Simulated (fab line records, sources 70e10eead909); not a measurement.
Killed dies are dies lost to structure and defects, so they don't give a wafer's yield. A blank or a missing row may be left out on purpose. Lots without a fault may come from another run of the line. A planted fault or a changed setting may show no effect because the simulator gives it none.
Chamber matching | flow nand_harc | NHARC_A_STAIRCASE_DEP_156 on pecvd-01: 3 sister chambers
The step deposits SiNx, target thk 50 nm. 3 wafers are shown with their chamber, then 7 later ones without.

WAFERS WITH THEIR CHAMBER
wafer  | chamber | heater_power_w (W)
L085.6 | 0       | 793
L090.1 | 2       | 551
L090.4 | 1       | 595

WAFERS WITHOUT THEIR CHAMBER
wafer  | heater_power_w (W)
L090.6 | 795
L092.1 | 623
L092.2 | 765
L092.6 | 773
L095.3 | 635
L095.4 | 814
L095.5 | 846

WHICH CHAMBER EACH WENT THROUGH
wafer  | from the rows above     | in truth
L090.6 | 0                       | 0
L092.1 | can't be placed: 1 or 2 | 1
L092.2 | 0                       | 0
L092.6 | 0                       | 0
L095.3 | can't be placed: 1 or 2 | 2
L095.4 | 0                       | 0
L095.5 | 0                       | 0
Placed correctly: 5 of 7. Can't be placed from these rows: 2 (the true chamber is among the candidates in 2). Placed wrongly: 0.
How it was worked out, from the rows above alone: a wafer's distance from a chamber is the root of the sum, over the readings, of the square of ((its reading less the chamber's mean) divided by the reading's scatter). The wafer belongs to the nearest chamber; if the next one is less than 2 further off, it can't be placed. A chamber's mean is the mean of its shown wafers. The scatter: with one shown wafer a chamber, the root of the mean of the squares of how far each hidden wafer lies from its nearest shown one.
